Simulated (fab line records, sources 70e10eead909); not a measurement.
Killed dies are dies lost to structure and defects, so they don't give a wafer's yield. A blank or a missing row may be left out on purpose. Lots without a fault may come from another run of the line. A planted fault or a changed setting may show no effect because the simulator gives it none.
fab line records | flow nand_harc
record lots=11 wafers=33 last_day=24
route steps=1159 shown P_M2@338 P_BONDPAD@351 END@1159
lots that met no fault: from a run of the same line without faults
start_h: hours from the record's first day to the start of the lot's first wafer shown | wait_h: hours since the lot's step before | " the same as in the row above | L1.1+2: a row that stands for several wafers | - no value, or no start given | * or withheld: withheld | < > ~ a bound
route shown NAME@n: a module of which the file shows steps, and the number in the route of the first | usual: mean/standard deviation of fault-free wafers | same: alike in all rows | chamber/n: place in a boat | sites: the reading at each site | _std_site: their standard deviation | _edge_site: outer sites' mean less inner sites' | radius_mm: how far each site lies from the wafer's centre | mask NAME#n: copy n | behind: the tool/chamber that last shaped the wafer | hold: why the lot was held/for how many hours/how that ended | device: the transistor (n, p or np) that didn't switch | end of line: the same wafers' tests at the end of the route | a step without rows: its recipe alone | killed: dies lost to structure and defects at the first sort, not the wafer's yield | map: a wafer's dies, x killed, . not, _ none there
set.NAME: the setting as run; set.NAME@STEP: as run at that earlier step | model.NAME: the simulator's own value behind a step, which no gauge read
steps of the route over a sample of lots; a table a step, a row a wafer
services: from which hour (start_h, from the record's first day; less than 0 if before it) a tool's chamber was out of use, for how many hours, and why
## steps
# step NHARC_P_M2_DEGAS_29
# recipe temp_c=250 time_s=60
# usual heater_power_w=328/27
# columns lot.wafer tool chamber start_h wait_h heater_power_w
L792.2 pvd_sputter-03 - 134.20 - 356
L792.1 " - " " 348
L792.3 " - " " 327
L791.1 pvd_sputter-02 - 134.71 - 277
L791.2 " - " " 353
L791.3 " - " " 297
L794.3 pvd_sputter-03 - 137.85 - 346
L794.1 " - " " 324
L794.6 " - " " 324
L793.4 pvd_sputter-01 - 142.85 - 311
L793.1 " - " " 336
L793.6 " - " " 337
L795.1 pvd_sputter-02 - 148.47 - 274
L795.3 " - " " 286
L795.6 " - " " 270
L796.2 pvd_sputter-03 - 149.07 - 328
L796.1 " - " " 345
L796.6 " - " " 364
L798.2 pvd_sputter-03 - 171.56 - 334
L798.3 " - " " 370
L798.4 " - " " 320
L802.1 pvd_sputter-03 - 200.95 - 363
L802.3 " - " " 320
L802.4 " - " " 341
L808.3 pvd_sputter-02 - 227.94 - 268
L808.4 " - " " 329
L808.2 " - " " 287
L809.2 pvd_sputter-03 - 234.01 - 356
L809.6 " - " " 331
L809.5 " - " " 331
L812.1 pvd_sputter-03 - 251.23 - 328
L812.2 " - " " 329
L812.4 " - " " 337
# step NHARC_P_M2_ECD_22
# recipe target_thk_a=4000 bath_temp_c=25 material=Cu
# columns lot.wafer tool chamber start_h wait_h
L792.2+1+3 ecd_cu-02 0,1,1 134.56 -
L791.2+1+3 ecd_cu-02 0,1,0 135.20 -
L794.1+3+6 ecd_cu-01 0,0,1 138.30 -
L793.1+4+6 ecd_cu-02 1 143.25 -
L795.1+3+6 ecd_cu-01 1,0,1 148.83 -
L796.1+2+6 ecd_cu-01 1,0,1 149.42 -
L798.2+3+4 ecd_cu-02 1,1,0 171.96 -
L802.1+3+4 ecd_cu-02 1,0,1 201.37 -
L808.2+3+4 ecd_cu-01 1,1,0 228.31 -
L809.2+5+6 ecd_cu-01 0,0,1 234.39 -
L812.1+2+4 ecd_cu-01 1,0,1 251.58 -
# step NHARC_P_M2_CMP_23
# recipe t_overpolish_s=20 target_thk_nm=144.3
# usual motor_current_A=12.3/1.2 pad_life_wafers=262/130 time_to_endpoint_s=28.8/2.3
# columns lot.wafer tool chamber start_h wait_h motor_current_A pad_life_wafers time_to_endpoint_s
L792.3 cmp-04 1 135.28 - 11.1 120 29.8
L792.1 " 2 " " 12.9 121 29.2
L792.2 " 3 " " 14.2 122 27.3
L791.2 cmp-04 3 135.92 - 14.5 132 28.0
L791.1 " 1 " " 11.1 134 28.7
L791.3 " 2 " " 12.1 135 27.2
L794.1 cmp-03 0 139.00 - 9.7 427 29.3
L794.3 " 2 " " 11.8 429 28.0
L794.6 " 0 " " 9.9 - 28.2
L793.4 cmp-01 1 143.91 - 12.0 336 25.1
L793.1 " 3 " " 12.9 338 26.6
L793.6 " 1 " " 11.0 - 28.4
L795.1 cmp-04 1 149.55 - 11.0 204 33.1
L795.3 " 3 " " 14.9 206 28.8
L795.6 " 1 " " 10.9 - 32.1
L796.2 cmp-04 1 150.22 - 11.4 211 27.1
L796.1 " 2 " " 12.2 212 27.3
L796.6 " 1 " " 11.0 - 30.5
L798.4 cmp-01 2 172.67 - 12.2 522 30.4
L798.3 " 3 " " 12.8 523 27.7
L798.2 " 0 " " 10.7 524 31.0
L802.1 cmp-01 3 202.09 - 13.3 102 26.0
L802.3 " 0 " " 11.9 103 13.9
L802.4 " 1 " " 11.3 104 26.8
L808.4 cmp-03 2 229.03 - 12.1 366 27.7
L808.2 " 0 " " 9.6 368 28.5
L808.3 " 1 " " 12.2 369 24.3
L809.2 cmp-04 2 235.12 - 12.9 144 30.5
L809.5 " 2 " " 12.7 - 26.6
L809.6 " 3 " " 14.2 - 26.4
L812.4 cmp-04 1 252.30 - 11.5 258 28.6
L812.2 " 3 " " 14.6 260 25.8
L812.1 " 0 " " 13.2 261 28.4
# step NHARC_P_M2_INSPECT_27
# usual raw_defect_count=338/140
# columns lot.wafer tool chamber start_h wait_h raw_defect_count
L792.1 defect_inspect-02 - 135.76 0.0 287
L792.2 " - " " 294
L792.3 " - " " 345
L791.1 defect_inspect-02 - 136.39 0.0 252
L791.2 " - " " 209
L791.3 " - " " 346
L794.1 defect_inspect-02 - 139.45 0.0 340
L794.3 " - " " 387
L794.6 " - " " 461
L793.1 defect_inspect-02 - 144.38 0.0 449
L793.4 " - " " 489
L793.6 " - " " 569
L795.1 defect_inspect-01 - 150.03 0.0 180
L795.3 " - " " 216
L795.6 " - " " 192
L796.1 defect_inspect-02 - 150.66 0.0 420
L796.2 " - " " 269
L796.6 " - " " 551
L798.2 defect_inspect-02 - 173.15 0.0 355
L798.3 " - " " 372
L798.4 " - " " 418
L802.1 defect_inspect-02 - 202.56 0.0 409
L802.3 " - " " 615
L802.4 " - " " 279
L808.2 defect_inspect-01 - 229.52 0.0 987
L808.3 " - " " 489
L808.4 " - " " 466
L809.2 defect_inspect-01 - 235.61 0.0 272
L809.5 " - " " 346
L809.6 " - " " 394
L812.1 defect_inspect-01 - 252.77 0.0 612
L812.2 " - " " 572
L812.4 " - " " 282
# step NHARC_P_BONDPAD_DEP_00
# recipe target_thk_a=2500 temp_c=370 target_thk_nm=250 pressure_torr=3 flow_sccm=200 rf_w=450 material=SiCN
# usual chamber_pressure_Torr=3.001/0.0067 heater_power_w=603/66
# columns lot.wafer tool chamber start_h wait_h chamber_pressure_Torr heater_power_w
L792.3 pecvd-01 0 136.43 - 3.007 579
L792.2 " 1 " " 3.000 619
L792.1 " 2 " " 2.997 616
L791.1 pecvd-03 1 136.95 - 2.991 658
L791.3 " 2 " " 2.999 567
L791.2 " 0 " " 3.001 634
L794.3 pecvd-03 1 140.02 - 2.994 624
L794.1 " 2 " " 2.989 657
L794.6 " 1 " " 3.001 644
L793.1 pecvd-04 0 145.04 - 2.998 418
L793.6 " 1 " " 2.996 478
L793.4 " 2 " " 3.003 693
L795.1 pecvd-03 1 - - 2.996 632
L795.3 " 0 " " 3.004 615
L795.6 " 2 " " 2.994 661
L796.2 pecvd-03 1 151.22 - 3.014 641
L796.1 " 2 " " 3.003 669
L796.6 " 0 " " 2.999 576
L798.3 pecvd-03 1 173.71 - 3.000 581
L798.2 " 0 " " 3.007 637
L798.4 " 2 " " 3.004 662
L802.3 pecvd-01 1 - - 2.998 625
L802.1 " 2 " " 2.993 623
L802.4 " 1 " " 3.010 650
L808.2 pecvd-04 2 230.13 - 3.001 657
L808.3 " 0 " " 2.999 483
L808.4 " 1 " " 2.996 573
L809.2 pecvd-03 1 236.16 - 3.002 636
L809.6 " 1 " " 3.003 647
L809.5 " 0 " " 3.009 581
L812.1 pecvd-01 1 - - 2.995 597
L812.2 " 2 " " 3.006 620
L812.4 " 0 " " 3.002 521
# step NHARC_END_SORT_01
# recipe temp_c=25
# usual defect_limited_yield=95.7/1.4 killed_at_array=25/9.2 killed_at_other=0.9/1.3 killed_at_periphery=3.3/2.3 killed_dies=29/9.6 killed_open=3.2/1.8 killed_short=2/1.4 sort_bin_2_pct=1.3/0.65 sort_bin_3_pct=0.25/0.21 sort_bin_4_pct=2.8/0.9 sort_n_pass=648/9.6 sort_rim_yield_pct=94/3 sort_yield_pct=95.7/1.4
# same gross_dies=677 sort_bin_5_pct[%]=0 sort_bin_6_pct[%]=0 sort_bin_7_pct[%]=0 sort_bin_8_pct[%]=0 sort_rim_n_gross=106.00
# columns lot.wafer tool chamber start_h wait_h defect_limited_yield[%] killed_at_array killed_at_other killed_at_periphery killed_dies killed_open killed_short sort_bin_2_pct[%] sort_bin_3_pct[%] sort_bin_4_pct[%] sort_n_pass sort_rim_yield_pct[%] sort_yield_pct[%]
L802.1 prober-02 0 512.26 2.5 94.8 31 0 4 35 3 3 0.9 0.74 3.5 642 91 94.8
L802.3 prober-02 0 513.87 3.1 92.8 44 0 5 49 3 2 1.9 0.30 5.0 628 92 92.8
L802.4 prober-02 0 514.67 3.4 93.4 35 0 10 45 1 3 1.3 0.44 4.9 632 85 93.4
L809.2 prober-02 0 568.04 2.8 95.1 29 1 3 33 3 2 2.2 0.44 2.2 644 88 95.1
L809.5 prober-02 0 570.39 3.6 94.8 31 0 4 35 4 1 1.3 0.74 3.1 642 90 94.8
L809.6 prober-02 0 571.17 3.9 93.6 37 0 6 43 3 0 2.7 0.30 3.4 634 92 93.6
# killed by level:class
L802.1 A_CHANNEL_HOLE_D1:chamber_film_flake=11 A_SLIT:chamber_film_flake=6 P_CONTACT:chamber_film_flake=3 A_M0:chamber_film_flake=3 A_STAIRCASE:chamber_film_flake=3 A_WL_FILL:geometric_particle:short=2 A_CONTACT:geometric_particle:open=2 A_CHANNEL_FILL_D1:geometric_particle:short=1
L802.3 A_CHANNEL_HOLE_D1:chamber_film_flake=19 A_SLIT:chamber_film_flake=10 A_STAIRCASE:chamber_film_flake=5 P_CONTACT:chamber_film_flake=3 A_ZERO_WELL:chamber_film_flake=3 P_STI:geometric_particle:short=1 P_CONTACT:geometric_particle:open=1 A_ONON_D1:geometric_particle:open=1
L802.4 A_CHANNEL_HOLE_D1:chamber_film_flake=13 A_SLIT:chamber_film_flake=12 P_CONTACT:chamber_film_flake=9 A_STAIRCASE:chamber_film_flake=3 A_M0:geometric_particle:short=2 A_CHANNEL_FILL_D1:geometric_particle:short=1 A_WL_FILL:geometric_particle:open=1 P_STI:chamber_film_flake=1
L809.2 A_CHANNEL_HOLE_D1:chamber_film_flake=11 A_SLIT:chamber_film_flake=8 A_CONTACT:chamber_film_flake=6 A_WL_FILL:geometric_particle:open=2 P_M1:geometric_particle:open=1 P_M1:geometric_particle:short=1 A_CHANNEL_HOLE_D1:geometric_particle:short=1 P_STI:chamber_film_flake=1
L809.5 A_SLIT:chamber_film_flake=11 A_CHANNEL_HOLE_D1:chamber_film_flake=11 A_CONTACT:chamber_film_flake=6 P_CONTACT:geometric_particle:open=1 P_M0:geometric_particle:open=1 A_ONON_D1:geometric_particle:open=1 A_CHANNEL_FILL_D1:geometric_particle:open=1 A_CHANNEL_FILL_D1:geometric_particle:short=1
L809.6 A_CHANNEL_HOLE_D1:chamber_film_flake=20 A_SLIT:chamber_film_flake=11 A_CONTACT:chamber_film_flake=4 P_STI:geometric_particle:open=2 P_STI:chamber_film_flake=2 P_M1:chamber_film_flake=2 A_ONON_D1:geometric_particle:open=1 A_ZERO_WELL:chamber_film_flake=1
## services
# columns tool chamber start_h hours kind
pecvd-03 - 111.00 13.0 pm
pecvd-01 1 111.97 5.0 repair
pvd_sputter-01 - 115.81 1.2 repair
cmp-03 - 135.50 1.4 repair
cmp-04 - 139.01 0.9 repair
pvd_sputter-03 - 152.33 5.0 repair
cmp-04 - 155.65 2.5 repair
cmp-03 - 156.00 4.0 pm
pvd_sputter-01 - 158.00 10.0 pm
pecvd-04 - 161.75 0.4 repair
pecvd-01 - 162.00 1.1 repair
cmp-01 - 179.50 4.0 pm
ecd_cu-02 - 180.00 8.0 pm
pecvd-04 - 195.70 13.0 pm
cmp-04 - 203.00 4.0 pm
pecvd-01 2 206.82 3.9 repair
pvd_sputter-02 - 214.02 10.0 pm
pvd_sputter-01 - 217.17 1.9 repair
ecd_cu-01 - 225.49 0.9 repair
pecvd-03 - 230.20 2.3 repair
pecvd-01 - 237.00 13.0 pm
cmp-03 - 241.72 0.7 repair
ecd_cu-01 - 248.01 1.0 repair
cmp-01 - 252.08 1.4 repair
## key
first_sign step=NHARC_P_M2_CMP_23 reading=time_to_endpoint_s direction=down sigmas=6.5 usual=* struck=*
effect none on later readings
met_at NHARC_P_M2_ECD_22
struck_lots L802
struck_wafers L802.3
not_acting_at NHARC_P_M2_DEGAS_29,NHARC_P_M2_INSPECT_27,NHARC_P_BONDPAD_DEP_00
onset_between 171.96 201.37
fault kind=process_parameter_drift tool=ecd_cu-02 chamber=- onset_h=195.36 steps=NHARC_P_M2_ECD_22 channel=target_thk_a offset=* shape=step end_h=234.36 scope=struck_wafers_only acts_in=* stated=*
